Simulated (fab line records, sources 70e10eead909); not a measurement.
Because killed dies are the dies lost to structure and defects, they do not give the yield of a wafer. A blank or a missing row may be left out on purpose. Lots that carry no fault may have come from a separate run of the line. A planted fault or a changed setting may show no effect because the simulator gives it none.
fab line records	flow nand_harc
record: lots: 12	wafers: 36	last_day: 32
route steps=1302 shown A_CONTACT@1047
lots with no fault: from the same line, run without faults
start_h: the number of hours between the record's first day and the start of the first shown wafer of the lot	wait_h: hours elapsed since this lot's preceding step	" the same as in the row above	L1.1+2: a single row standing in for several wafers	- no value present, or no start provided	* or withheld: withheld	< > ~ a bound
route shown NAME@n: names a module that has steps shown in the file, with the first one's number in the route	usual: mean/standard deviation of fault-free wafers	same: alike in all rows	chamber/n: place in a boat	sites: per-site readings	_std_site: standard deviation across them	_edge_site: inner sites' mean taken away from outer sites' mean	radius_mm: for every site, how far away it sits from the centre of the wafer	mask NAME#n: copy n	behind: the most recent tool/chamber to have shaped the wafer	hold: the reason the lot was held/the length of the hold in hours/how it ended	device: the transistor (n, p or np) that didn't switch	end of line: tests of these same wafers at the route's end	a step given without rows: its recipe and nothing more	killed: not the wafer's yield, but the dies lost to structure and defects at the first sort	map: shows each die of a wafer: x if killed, . if not, _ if none is there
set.NAME: the run value of the setting; set.NAME@STEP: its run value at that earlier step	model.NAME: the simulator's own value behind a step, which no gauge read
steps of the route over a sample of lots; a table a step, a row a wafer
services: when a tool's chamber went out of use (start_h, in hours from the record's first day, below 0 if earlier), for how many hours, and the reason
== steps ==
step: NHARC_A_CONTACT_ETCH_124
recipe: source_w: withheld	pressure_mtorr: 20	bias_v: withheld	time_s: 140	target_depth_a: 7000	ar_flow_sccm: withheld	c4f8_flow_sccm: withheld	o2_flow_sccm: withheld	chemistry: C4F8/O2/Ar
lot.wafer	tool	chamber	start_h	wait_h	rf_hours_counter_h
L370.1	har_cap_etch-02	1	491.41	-	78
L370.2	"	0	"	"	78
L370.4	"	1	"	"	-
L371.2	har_cap_etch-03	1	508.87	-	45
L371.6	"	0	"	"	-
L371.5	"	1	"	"	-
L372.2	har_cap_etch-02	0	516.19	-	86
L372.1	"	1	"	"	86
L372.5	"	0	"	"	-
L374.1	har_cap_etch-02	1	537.10	-	89
L374.3	"	0	"	"	-
L374.5	"	1	"	"	-
L378.1	har_cap_etch-02	1	579.39	-	94
L378.4	"	1	"	"	-
L378.6	"	1	"	"	-
L376.1	har_cap_etch-03	1	582.63	-	56
L376.3	"	0	"	"	-
L376.5	"	0	"	"	-
L383.2	har_cap_etch-02	1	648.34	-	106
L383.1	"	0	"	"	106
L383.6	"	1	"	"	-
L386.1	har_cap_etch-03	1	651.76	-	71
L386.3	"	0	"	"	-
L386.5	"	0	"	"	-
L389.2	har_cap_etch-01	1	690.16	-	29
L389.1	"	0	"	"	29
L389.3	"	1	"	"	-
L390.2	har_cap_etch-02	0	693.36	-	115
L390.1	"	1	"	"	115
L390.4	"	0	"	"	-
L388.2	har_cap_etch-01	1	695.97	-	31
L388.1	"	0	"	"	31
L388.3	"	1	"	"	-
L391.2	har_cap_etch-02	0	705.10	-	118
L391.3	"	1	"	"	-
L391.6	"	1	"	"	-
step: NHARC_A_CONTACT_STRIP_82
recipe: o2_flow_sccm: 500	ar_flow_sccm: 0	bias_w: 0	chemistry: O2
usual: drypump_motor_current_A: 5.8/0.38	mfc_ar_sccm: 0.012/0.013	oes_product_au: 1.000/0.01	rf_vpp_V: 57.9/0.86	showerhead_plenum_p_Torr: 3.62/0.15	throttle_valve_pct: 17.036/0.0088
lot.wafer	tool	chamber	start_h	wait_h	drypump_motor_current_A	mfc_ar_sccm	oes_product_au	rf_hours_counter_h	rf_vpp_V	showerhead_plenum_p_Torr	throttle_valve_pct
L370.2	rie_diel-12	1	-	-	5.8	0.002	0.987	11	57.8	3.63	17.041
L370.1	"	2	"	"	6.2	0	1.022	12	57.7	3.37	17.033
L370.4	"	0	"	"	5.9	0.006	0.991	13	58.1	3.77	17.032
L371.2	rie_diel-05	0	-	-	5.5	0.042	1.004	15	58.6	3.73	17.037
L371.6	"	2	"	"	5.8	0.019	1.001	-	58.4	3.80	17.022
L371.5	"	3	"	"	5.9	0.020	1.009	-	58.2	3.58	17.037
L372.2	rie_diel-06	0	-	-	5.6	0	1.013	10	58.2	3.38	17.026
L372.1	"	1	"	"	5.7	0	0.988	10	57.9	3.51	17.018
L372.5	"	0	"	"	5.6	0	1.017	-	56.6	3.38	17.026
L374.1	rie_diel-05	1	-	-	6.6	0.014	0.987	16	57.8	3.71	17.023
L374.3	"	3	"	"	5.8	0.020	0.992	19	58.3	3.58	17.038
L374.5	"	1	"	"	6.6	0.014	0.994	-	58.5	3.71	17.031
L378.4	rie_diel-06	2	-	-	5.0	0	1.008	32	58.2	3.72	17.023
L378.1	"	3	"	"	5.9	0.015	0.998	24	55.8	3.39	17.030
L378.6	"	0	"	"	5.6	0	1.005	-	58.1	3.37	17.026
L376.3	rie_diel-12	0	-	-	5.9	0.006	0.979	44	57.7	3.75	17.035
L376.1	"	1	"	"	5.8	0.002	0.994	45	58.9	3.61	17.039
L376.5	"	0	"	"	5.9	0.006	0.986	-	58.4	3.75	17.039
L383.1	rie_diel-05	1	-	-	6.6	0.014	0.991	11	58.0	3.70	17.049
L383.2	"	3	"	"	5.9	0.020	1.007	9	58.4	3.57	17.024
L383.6	"	1	"	"	6.6	0.014	0.992	-	58.8	3.70	17.045
L386.1	rie_diel-05	1	-	-	6.6	0.014	0.997	12	58.1	3.70	17.041
L386.3	"	3	"	"	5.8	0.020	0.997	9	57.9	3.57	17.035
L386.5	"	0	"	"	5.4	0.042	0.997	-	57.9	3.72	17.022
L389.2	rie_diel-12	3	-	-	5.8	0	1.012	18	58.6	3.77	17.034
L389.1	"	0	"	"	5.9	0.006	0.978	20	59.7	3.73	17.037
L389.3	"	1	"	"	5.8	0.002	0.985	20	56.9	3.60	17.049
L390.4	rie_diel-05	1	-	-	6.6	0.014	1.013	20	57.7	3.70	17.047
L390.1	"	2	"	"	5.7	0.019	1.006	21	57.9	3.78	17.049
L390.2	"	3	"	"	5.9	0.020	1.001	19	59.3	3.57	17.028
L388.2	rie_diel-05	1	-	-	6.6	0.014	1.012	20	58.5	3.70	17.044
L388.1	"	2	"	"	5.7	0.019	1.007	22	59.1	3.78	17.026
L388.3	"	0	"	"	5.4	0.042	1.007	19	57.5	3.72	17.040
L391.3	rie_diel-05	0	-	-	5.4	0.042	1.001	22	57.5	3.71	17.025
L391.2	"	1	"	"	6.5	0.014	1.009	23	58.7	3.69	17.051
L391.6	"	0	"	"	5.5	0.042	1.007	-	59.2	3.71	17.017
step: NHARC_A_CONTACT_SOFTBAKE_03
recipe: temp_c: 105	time_s: 55
usual: chill_plate_temp_C: 22.99/0.094	heater_power_total_W: 188.47/0.14
lot.wafer	tool	chamber	start_h	wait_h	chill_plate_temp_C	heater_power_total_W
L370.1	litho_track-01	0	497	-	23.10	188.28
L370.2	"	0	"	"	22.91	188.57
L370.4	"	0	"	"	22.98	188.29
L371.2	litho_track-06	0	517	-	22.84	188.54
L371.5	"	0	"	"	22.95	188.57
L371.6	"	0	"	"	23.02	188.72
L372.1	litho_track-01	0	523	-	23.14	188.45
L372.2	"	0	"	"	23.09	188.35
L372.5	"	0	"	"	23.13	188.32
L374.1	litho_track-01	0	542	-	22.99	188.37
L374.3	"	0	"	"	23.03	188.32
L374.5	"	0	"	"	22.91	188.48
L378.1	litho_track-01	0	584	-	22.94	188.32
L378.4	"	0	"	"	22.91	188.36
L378.6	"	0	"	"	22.94	188.57
L376.1	litho_track-01	0	588	-	23.01	188.32
L376.3	"	0	"	"	23.08	188.46
L376.5	"	0	"	"	23.06	188.42
L383.1	litho_track-01	0	654	-	22.96	188.42
L383.2	"	0	"	"	23.05	188.42
L383.6	"	0	"	"	23.10	188.37
L386.1	litho_track-04	0	658	-	23.09	188.50
L386.3	"	0	"	"	23.04	188.55
L386.5	"	0	"	"	23.00	188.51
L389.1	litho_track-01	0	695	-	23.05	193.26
L389.2	"	0	"	"	22.90	193.25
L389.3	"	0	"	"	22.84	193.29
L390.1	litho_track-01	0	699	-	23.11	193.44
L390.2	"	0	"	"	22.88	193.27
L390.4	"	0	"	"	23.08	193.23
L388.1	litho_track-01	0	701	-	22.89	193.31
L388.2	"	0	"	"	22.82	193.32
L388.3	"	0	"	"	22.84	193.60
L391.2	litho_track-06	0	711	-	23.05	188.56
L391.3	"	0	"	"	22.97	188.29
L391.6	"	0	"	"	22.97	188.51
step: NHARC_A_CONTACT_DESCUM_13
recipe: time_s: 3	o2_flow_sccm: 200	ar_flow_sccm: 0	bias_power_w: 0	chemistry: O2
usual: drypump_motor_current_A: 5.9/0.38	mfc_ar_sccm: 0.017/0.013	oes_product_au: 1.002/0.0093	rf_vpp_V: 58.1/0.92	showerhead_plenum_p_Torr: 1.99/0.074	throttle_valve_pct: 11.311/0.009
lot.wafer	tool	chamber	start_h	wait_h	drypump_motor_current_A	mfc_ar_sccm	oes_product_au	rf_hours_counter_h	rf_vpp_V	showerhead_plenum_p_Torr	throttle_valve_pct
L370.2	rie_diel-05	1	498.32	0.1	6.6	0.014	1.002	9	57.6	2.02	11.312
L370.4	"	2	"	"	5.7	0.019	1.005	15	57.6	2.07	11.311
L370.1	"	3	"	"	5.8	0.020	0.990	13	57.9	1.95	11.295
L371.2	rie_diel-12	3	518.11	0.1	5.8	0	1.024	21	58.9	2.07	11.296
L371.5	"	0	"	"	5.9	0.006	0.999	-	58.9	2.05	11.324
L371.6	"	1	"	"	5.8	0.002	0.981	-	58.4	1.97	11.303
L372.1	rie_diel-05	0	524.43	0.1	5.5	0.042	1.001	17	58.5	2.03	11.307
L372.2	"	1	"	"	6.6	0.014	0.989	14	59.1	2.02	11.327
L372.5	"	2	"	"	5.7	0.019	1.002	-	60.1	2.07	11.289
L374.3	rie_diel-05	3	543.22	0.1	5.8	0.020	0.997	19	59.0	1.94	11.308
L374.1	"	0	"	"	5.5	0.042	0.992	19	57.9	2.03	11.317
L374.5	"	3	"	"	5.9	0.020	0.986	-	59.4	1.94	11.322
L378.4	rie_diel-06	2	585.61	0.1	5.0	0	1.001	33	57.8	2.03	11.304
L378.1	"	3	"	"	5.9	0.015	1.000	25	56.5	1.83	11.314
L378.6	"	2	"	"	5.0	0	1.006	-	57.1	2.03	11.299
L376.1	rie_diel-12	2	588.88	0.1	6.2	0	1.009	51	57.9	1.81	11.312
L376.3	"	3	"	"	5.8	0	1.013	44	58.9	2.06	11.305
L376.5	"	2	"	"	6.2	0	1.000	-	57.3	1.81	11.324
L383.2	rie_diel-05	1	655.45	0.1	6.6	0.014	1.015	12	57.4	2.01	11.304
L383.1	"	0	"	"	5.5	0.042	1.004	10	58.0	2.03	11.320
L383.6	"	2	"	"	5.7	0.019	1.004	-	59.9	2.06	11.321
L386.1	rie_diel-05	1	659.24	0.1	6.6	0.014	1.000	13	56.2	2.01	11.302
L386.3	"	3	"	"	5.9	0.020	1.002	11	56.7	1.94	11.325
L386.5	"	0	"	"	5.4	0.042	1.019	-	59.3	2.02	11.300
L389.2	rie_diel-05	2	696.27	0.1	5.7	0.019	1.008	21	58.1	2.06	11.314
L389.1	"	0	"	"	5.4	0.042	1.000	18	58.5	2.02	11.300
L389.3	"	1	"	"	6.6	0.014	1.007	20	58.4	2.01	11.296
L390.4	rie_diel-05	0	699.63	0.1	5.4	0.042	1.006	19	58.6	2.02	11.305
L390.2	"	1	"	"	6.6	0.014	1.013	20	59.9	2.01	11.303
L390.1	"	3	"	"	5.8	0.020	1.008	19	57.7	1.94	11.307
L388.2	rie_diel-05	0	702.60	0.1	5.5	0.042	1.014	20	58.2	2.02	11.313
L388.3	"	1	"	"	6.6	0.014	1.013	21	56.4	2.01	11.304
L388.1	"	2	"	"	5.7	0.019	1.001	23	58.4	2.06	11.303
L391.3	rie_diel-05	3	712.04	0.1	5.8	0.020	1.006	23	56.7	1.93	11.303
L391.2	"	1	"	"	6.6	0.014	1.021	24	58.4	2.01	11.318
L391.6	"	3	"	"	5.8	0.020	0.999	-	57.0	1.93	11.328
== services ==
tool	chamber	start_h	hours	kind
rie_diel-06	-	484.22	9.0	pm
rie_diel-05	0	489.18	-	clean
rie_diel-05	1	489.18	-	clean
rie_diel-05	2	489.18	-	clean
rie_diel-05	3	489.18	-	clean
rie_diel-06	3	496.22	11.6	repair
har_cap_etch-01	-	499.04	17.0	pm
litho_track-01	-	505.00	7.0	pm
rie_diel-05	0	513.68	-	clean
rie_diel-05	1	513.68	-	clean
rie_diel-05	2	513.68	-	clean
rie_diel-05	3	513.68	-	clean
litho_track-06	-	529.00	7.0	pm
rie_diel-05	-	552.11	0.1	repair
litho_track-04	-	553.00	7.0	pm
rie_diel-06	3	554.15	5.6	repair
rie_diel-05	-	583.82	9.0	pm
har_cap_etch-03	-	596.57	0.5	repair
rie_diel-12	-	622.92	9.0	pm
har_cap_etch-02	-	623.39	1.3	repair
rie_diel-06	-	661.27	9.0	pm
rie_diel-05	1	666.27	8.2	repair
litho_track-01	-	680.00	7.0	pm
litho_track-06	-	704.00	7.0	pm
== key ==
first_sign: step: NHARC_A_CONTACT_SOFTBAKE_03	reading: heater_power_total_W	direction: up	sigmas: 35	usual: *	struck: *
effect none on later readings
met_at NHARC_A_CONTACT_SOFTBAKE_03
struck_lots L388,L389,L390
tester_left_out L388,L389,L390
not_acting_at NHARC_A_CONTACT_ETCH_124,NHARC_A_CONTACT_STRIP_82,NHARC_A_CONTACT_DESCUM_13
onset_between 654 695
fault: kind: process_parameter_drift	tool: litho_track-01	chamber: -	onset_h: 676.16	steps: NHARC_A_CONTACT_SOFTBAKE_03	channel: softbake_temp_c	offset: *	shape: step	end_h: 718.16	acts_in: *	stated: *
tester_left_out: of these lots the tester's yield and bins aren't shown, on N5 and GAA mostly nor the transistor test; their killed dies are dies lost to structure and defects alone, not to doping, threshold or leakage, so they don't give the yield
